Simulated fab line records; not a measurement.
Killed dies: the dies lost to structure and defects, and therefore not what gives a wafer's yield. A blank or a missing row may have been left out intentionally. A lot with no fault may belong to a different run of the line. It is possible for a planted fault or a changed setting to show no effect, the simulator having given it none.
What tool caused it?	flow n5Finfet	33 wafers from 11 lots sampled at 5 of the route's 1938 steps

== WHAT THE GAUGES READ, wafer by wafer ==
N5_BEOL_M4_RC_MEAS_101.
lot	measured	on	DIBL_N (mV/V)
L134	day 7 11:56	prober-01	36.1 36.0 36.9
L135	day 8 04:08	prober-02	35.6 35.5 35.9
L137	day 8 10:27	prober-02	35.7 34.0 36.6
L138	day 9 05:26	prober-01	35.5 36.9 37.6
L140	day 9 07:47	prober-02	35.1 32.9 33.3
L139	day 9 08:05	prober-01	37.7 36.2 37.6
L141	day 9 13:36	prober-02	34.7 37.3 35.3
L144	day 10 13:04	prober-02	37.8 37.2 37.6
L145	day 10 13:40	prober-01	35.9 35.2 35.7
L146	day 10 16:58	prober-02	36.5 33.9 35.3
L156	day 14 02:27	prober-01	34.8 35.9 35.1

== WHICH TOOL RAN EACH LOT (tool, then ch and the chambers of the sampled wafers, then the start) ==
lot	N5_BEOL_M4_DEGAS_44	N5_BEOL_M4_CVD_47	N5_BEOL_M4_ANNEAL_49	N5_BEOL_M4_ANNEAL_87
L134	pvdSputter-01, day 7 07:34	cvdCo-01 ch 0,1,2, day 7 08:02	pvdSputter-02, day 7 08:12	pvdSputter-02, day 7 08:52
L135	pvdSputter-03, day 8 00:31	cvdCo-01 ch 0,1, day 8 00:54	pvdSputter-01, day 8 01:11	pvdSputter-01, day 8 01:53
L137	pvdSputter-01, day 8 06:43	cvdCo-01 ch 0,1,2, day 8 07:23	pvdSputter-03, day 8 07:40	pvdSputter-03, day 8 08:20
L138	pvdSputter-03, day 9 00:19	cvdCo-01 ch 0,1,2, day 9 01:10	pvdSputter-03, day 9 02:38	pvdSputter-03, day 9 03:17
L140	pvdSputter-02, day 9 04:14	cvdCo-02 ch 0,1, day 9 04:45	pvdSputter-02, day 9 04:59	pvdSputter-02, day 9 05:39
L139	pvdSputter-01, day 9 04:24	cvdCo-02 ch 0,2, day 9 04:53	pvdSputter-01, day 9 05:07	pvdSputter-01, day 9 05:47
L141	pvdSputter-02, day 9 08:38	cvdCo-01 ch 1,2, day 9 09:24	pvdSputter-01, day 9 10:22	pvdSputter-01, day 9 11:01
L144	pvdSputter-03, day 10 09:08	cvdCo-01 ch 0,1,2, day 10 09:39	pvdSputter-03, day 10 09:50	pvdSputter-03, day 10 10:29
L145	pvdSputter-01, day 10 10:04	cvdCo-01 ch 1,2, day 10 10:30	pvdSputter-01, day 10 10:44	pvdSputter-01, day 10 11:24
L146	pvdSputter-01, day 10 13:19	cvdCo-01 ch 0,1, day 10 13:44	pvdSputter-01, day 10 14:00	pvdSputter-01, day 10 14:40
L156	pvdSputter-03, day 13 21:07	cvdCo-02 ch 0,2, day 13 21:44	pvdSputter-01, day 13 23:22	pvdSputter-01, day 14 00:01
- N5_BEOL_M4_DEGAS_44: time 60 s.
- N5_BEOL_M4_CVD_47: deposits Co from CCTBA/H2, target thk 3 nm, time 223.8 s.
- N5_BEOL_M4_ANNEAL_49: time 240 s.
- N5_BEOL_M4_ANNEAL_87: time 240 s.

== THE ANSWER, worked out from the rows above alone ==
Rule: usual is defined by the lots themselves. The widest of any qualifying gaps counts: lots, ordered by their means at a reading, are off when they make up no more than a third of the lots, leave a main group of 4 or more, and stand apart from it by 3 or more times the standard deviation of that group's means. Not used: any main group whose means are identical at the precision the tables above print for the reading. Also off: a lot with no number at a reading for which 4 or more lots have one. The other lots that the step has rows for count as sound.
No lot is off at any reading shown: from this, nothing can be told.

== WHAT HAD BEEN PUT IN BY THE SIMULATOR ==
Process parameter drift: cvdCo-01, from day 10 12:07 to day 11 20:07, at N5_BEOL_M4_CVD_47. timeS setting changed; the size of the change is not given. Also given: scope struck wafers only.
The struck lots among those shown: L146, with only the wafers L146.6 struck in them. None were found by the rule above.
